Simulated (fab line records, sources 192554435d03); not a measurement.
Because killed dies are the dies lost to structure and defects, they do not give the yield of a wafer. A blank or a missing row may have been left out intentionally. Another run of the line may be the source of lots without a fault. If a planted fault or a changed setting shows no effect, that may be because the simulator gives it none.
Which tool is to blame? | flow n5Finfet | 9 lots, 27 wafers sampled, at 6 steps of a route of 1938

## WHAT THE GAUGES READ, wafer by wafer
N5_PMOS_HMC_CHANNEL_EPI_THK_MEAS_22.
lot  | measured    | on           | HMC_CMP_THK (nm)
L565 | day 2 19:53 | filmMetro-01 | 54.0 54.0 52.5
L566 | day 3 01:48 | filmMetro-01 | 53.9 55.3 54.2
L570 | day 4 02:16 | filmMetro-01 | 53.9 53.2 53.6
L573 | day 4 19:52 | filmMetro-02 | 54.0 54.0 53.6
L578 | day 6 02:01 | filmMetro-02 | 48.8 49.3 49.3
L579 | day 6 07:56 | filmMetro-01 | 49.1 49.8 49.2
L581 | day 6 19:38 | filmMetro-01 | 53.5 53.0 54.2
L582 | day 7 01:32 | filmMetro-02 | 53.7 53.6 54.4
L583 | day 7 08:03 | filmMetro-02 | 52.9 54.1 52.6

N5_PMOS_HMC_CHANNEL_EPI_INSPECT_30: inspects for defects (darkfield).
lot  | measured    | on               | rawDefectCount
L565 | day 2 20:23 | defectInspect-02 | 25 15 16
L566 | day 3 02:20 | defectInspect-02 | 18 19 15
L570 | day 4 02:45 | defectInspect-01 | 25 25 10
L573 | day 4 20:20 | defectInspect-02 | 29 19 21
L578 | day 6 02:29 | defectInspect-02 | 17 21 23
L579 | day 6 08:25 | defectInspect-02 | 15 20 26
L581 | day 6 20:07 | defectInspect-01 | 12 15 13
L582 | day 7 02:01 | defectInspect-01 | 19 24 21
L583 | day 7 08:32 | defectInspect-01 | 20 27 23

N5_BEOL_M4_RC_MEAS_101.
lot  | measured     | on        | DIBL_N (mV/V)  | DIBL_P (mV/V)  | IOFF_N (nA/um) | IOFF_P (nA/um) | ION_N (uA/um) | ION_P (uA/um) | SS_N (mV/dec)  | SS_P (mV/dec)  | VT_N (mV)   | VT_P (mV)      | VT_P_LONG (mV) | VT_P_LVT (mV)
L565 | day 9 01:31  | prober-01 | 37.5 35.6 39.1 | 39.8 37.9 42.1 | 0.24 0.21 0.29 | 0.25 0.21 0.29 | 685 682 690   | 460 458 464   | 72.3 71.8 73.6 | 73.0 72.4 74.3 | 243 245 239 | -250 -249 -245 | -275 -276 -277 | -94.7 -96.8 -94.8
L566 | day 9 13:10  | prober-01 | 34.6 39.0 37.8 | 33.7 39.7 38.0 | 0.13 0.23 0.19 | 0.17 0.27 0.25 | 665 695 684   | 451 472 464   | 71.7 72.1 71.8 | 72.1 73.6 74.3 | 253 245 248 | -254 -248 -248 | -276 -273 -276 | -100.1 -94.3 -94.7
L570 | day 9 21:37  | prober-01 | 39.5 35.5 36.1 | 39.5 35.5 35.8 | 0.22 0.15 0.15 | 0.33 0.23 0.22 | 698 680 677   | 484 472 468   | 72.3 71.4 72.1 | 74.4 73.7 73.2 | 248 248 253 | -241 -245 -247 | -269 -269 -269 | -92.5 -98.3 -98.8
L573 | day 11 02:34 | prober-02 | 39.9 36.0 35.6 | 40.9 37.5 36.3 | 0.24 0.17 0.16 | 0.29 0.23 0.21 | 703 685 681   | 474 474 461   | 72.0 71.5 71.8 | 73.6 73.0 72.6 | 242 248 247 | -246 -247 -250 | -273 -271 -273 | -95.1 -97.0 -98.1
L578 | day 12 04:41 | prober-02 | 37.7 36.5 36.4 | 38.3 36.4 36.8 | 0.17 0.15 0.14 | 0.14 0.13 0.13 | 680 668 674   | 407 403 404   | 71.8 71.5 70.8 | 73.7 74.1 73.3 | 248 253 250 | -268 -267 -268 | -295 -293 -292 | -112.4 -113.2 -114.2
L579 | day 12 18:25 | prober-01 | 40.0 38.8 34.9 | 40.5 40.0 36.1 | 0.20 0.17 0.11 | 0.19 0.20 0.15 | 678 676 665   | 414 411 402   | 72.0 71.3 71.3 | 73.7 74.0 74.0 | 246 250 256 | -261 -261 -268 | -292 -287 -291 | -106.3 -108.1 -110.9
L581 | day 12 23:26 | prober-02 | 39.4 35.8 37.2 | 39.6 34.8 37.5 | 0.22 0.13 0.18 | 0.27 0.18 0.23 | 699 669 688   | 475 462 471   | 71.7 71.5 71.2 | 73.7 72.2 74.1 | 244 255 248 | -247 -251 -250 | -273 -274 -273 | -94.4 -98.8 -96.2
L582 | day 13 02:16 | prober-01 | 35.2 39.5 39.0 | 35.0 41.1 38.8 | 0.12 0.22 0.19 | 0.20 0.32 0.28 | 673 702 686   | 474 489 479   | 71.0 71.9 71.5 | 72.3 74.4 73.7 | 252 244 246 | -250 -243 -244 | -270 -270 -273 | -96.9 -91.3 -93.4
L583 | day 13 05:31 | prober-02 | 36.2 34.7 35.2 | 34.5 33.2 33.5 | 0.15 0.13 0.14 | 0.20 0.17 0.18 | 660 667 661   | 455 455 450   | 72.0 70.9 71.3 | 73.7 73.3 73.4 | 249 250 251 | -250 -255 -251 | -273 -273 -274 | -97.7 -98.4 -99.1

## WHICH TOOL RAN EACH LOT (tool, then ch and the chambers of the sampled wafers, then the start)
lot  | N5_PMOS_HMC_CHANNEL_EPI_STRIP_33 | N5_PMOS_HMC_CHANNEL_EPI_EPI_20 | N5_PMOS_HMC_CHANNEL_EPI_EPI_26
L565 | rieDiel-02 ch 2,3, day 2 17:44   | epiRpcvd-04 ch 0, day 2 18:15  | epiRpcvd-03 ch 0, day 2 20:01
L566 | rieDiel-06 ch 1,3, day 2 23:40   | epiRpcvd-04 ch 0, day 3 00:23  | epiRpcvd-03 ch 0, day 3 01:58
L570 | rieDiel-06 ch 2,3, day 4 00:08   | epiRpcvd-04 ch 0, day 4 01:02  | epiRpcvd-03 ch 0, day 4 02:29
L573 | rieDiel-02 ch 0,2, day 4 17:43   | epiRpcvd-04 ch 0, day 4 18:13  | epiRpcvd-03 ch 0, day 4 19:58
L578 | rieDiel-01 ch 0,1,3, day 5 23:53 | epiRpcvd-04 ch 0, day 6 00:59  | epiRpcvd-01 ch 0, day 6 02:16
L579 | rieDiel-02 ch 2,3, day 6 05:49   | epiRpcvd-04 ch 0, day 6 06:19  | epiRpcvd-03 ch 0, day 6 08:03
L581 | rieDiel-06 ch 0,3, day 6 17:29   | epiRpcvd-01 ch 0, day 6 18:35  | epiRpcvd-04 ch 0, day 6 19:53
L582 | rieDiel-02 ch 1,2, day 6 23:25   | epiRpcvd-01 ch 0, day 6 23:54  | epiRpcvd-04 ch 0, day 7 01:39
L583 | rieDiel-01 ch 2,3, day 7 05:55   | epiRpcvd-01 ch 0, day 7 06:25  | epiRpcvd-03 ch 0, day 7 08:10
- N5_PMOS_HMC_CHANNEL_EPI_STRIP_33: strips in N2/H2.
- N5_PMOS_HMC_CHANNEL_EPI_EPI_20: deposits SiGe30, target thk 59 nm.
- N5_PMOS_HMC_CHANNEL_EPI_EPI_26: deposits Si from SiH4/H2, target thk 3.8 nm, time 22.7 s.

## WHAT THE TOOLS THEMSELVES READ (means of the sampled wafers that have a number; where no wafer has one, the mark that the record gives instead)
N5_PMOS_HMC_CHANNEL_EPI_STRIP_33.
lot  | tool       | drypumpMotorCurrentA (A) | oesProductAu (a.u.) | rfVppV (V) | showerheadPlenumPTorr (Torr) | throttleValvePct (%)
L565 | rieDiel-02 | 5.7                      | 0.77                | 53.2       | 3.41                         | 19.0
L566 | rieDiel-06 | 6.1                      | 0.76                | 53.4       | 3.49                         | 18.8
L570 | rieDiel-06 | 6.3                      | 0.77                | 54.6       | 3.49                         | 18.6
L573 | rieDiel-02 | 5.8                      | 0.83                | 53.1       | 3.24                         | 18.6
L578 | rieDiel-01 | 5.8                      | 0.82                | 53.6       | 3.40                         | 19.2
L579 | rieDiel-02 | 5.7                      | 0.74                | 53.8       | 3.39                         | 19.0
L581 | rieDiel-06 | 5.9                      | 0.76                | 54.5       | 3.38                         | 18.9
L582 | rieDiel-02 | 6.1                      | 0.88                | 54.9       | 3.27                         | 18.6
L583 | rieDiel-01 | 5.8                      | 0.77                | 53.6       | 3.52                         | 19.3

N5_PMOS_HMC_CHANNEL_EPI_EPI_20.
lot  | tool        | chamberPressureTorr (Torr) | lampInnerPct (%)
L565 | epiRpcvd-04 | 20.00                      | 11.5
L566 | epiRpcvd-04 | 20.00                      | 11.5
L570 | epiRpcvd-04 | 20.01                      | 11.5
L573 | epiRpcvd-04 | 20.01                      | 11.5
L578 | epiRpcvd-04 | 12.98                      | 11.6
L579 | epiRpcvd-04 | 13.01                      | 11.5
L581 | epiRpcvd-01 | 19.99                      | 13.6
L582 | epiRpcvd-01 | 20.04                      | 13.7
L583 | epiRpcvd-01 | 20.06                      | 13.7

N5_PMOS_HMC_CHANNEL_EPI_EPI_26.
lot  | tool        | chamberPressureTorr (Torr) | lampInnerPct (%) | throttleValvePct (%)
L565 | epiRpcvd-03 | 20.00                      | 16.1             | 11.35
L566 | epiRpcvd-03 | 19.96                      | 16.1             | 11.27
L570 | epiRpcvd-03 | 20.00                      | 16.0             | 11.19
L573 | epiRpcvd-03 | 20.00                      | 16.1             | 11.24
L578 | epiRpcvd-01 | 20.00                      | 16.2             | 10.90
L579 | epiRpcvd-03 | 19.96                      | 16.0             | 11.32
L581 | epiRpcvd-04 | 19.99                      | 13.7             | 11.31
L582 | epiRpcvd-04 | 20.01                      | 13.8             | 10.89
L583 | epiRpcvd-03 | 20.00                      | 16.0             | 11.40

## THE ANSWER, worked out from the rows above alone
Rule: the usual values come from the lots themselves. The widest of any qualifying gaps counts: lots, ordered by their means at a reading, are off when they make up no more than a third of the lots, leave a main group of 4 or more, and stand apart from it by 3 or more times the standard deviation of that group's means. A main group is skipped when, at the precision printed for the reading in the tables above, its means are all equal. Also off: a lot with no number at a reading for which 4 or more lots have one. The other lots that the step has rows for count as sound. The gauges are gone through in route order, then the tools' own readings, and for those a lot's mean is taken as printed above. At the first step where some lot is off, the reading lying furthest off is the one used; lots without a number count as furthest.
Off: L578, L579, at N5_PMOS_HMC_CHANNEL_EPI_THK_MEAS_22 (HMC_CMP_THK). Main group: mean 53.7 nm, sd 0.37.
If a tool, at a process step before that reading, ran all the lots that are off and no sound lot after the first of them, it fits. The gauges at N5_PMOS_HMC_CHANNEL_EPI_THK_MEAS_22 aren't tried: what is off there is off at N5_BEOL_M4_RC_MEAS_101 too, on other tools, and a gauge's error can't cause that. One candidate fits, namely epiRpcvd-04 at N5_PMOS_HMC_CHANNEL_EPI_EPI_20. A fault onset in the window from L573 (day 4 18:13, its last sound lot) to L578 (day 6 00:59, its first lot off) fits.
The tool's own readings at N5_PMOS_HMC_CHANNEL_EPI_EPI_20 bear it out: on the lots that are off they differ by more than 5 times the standard deviation of the sound lots' means. chamberPressureTorr reads 13.00 Torr there against 20.02 Torr on the sound lots.

## WHAT HAD BEEN PUT IN BY THE SIMULATOR
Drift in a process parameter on epiRpcvd-04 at N5_PMOS_HMC_CHANNEL_EPI_EPI_20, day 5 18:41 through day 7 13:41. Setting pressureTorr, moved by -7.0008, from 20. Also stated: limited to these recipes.
Shown lots that were struck: L578, L579. The rule above reached the same finding.
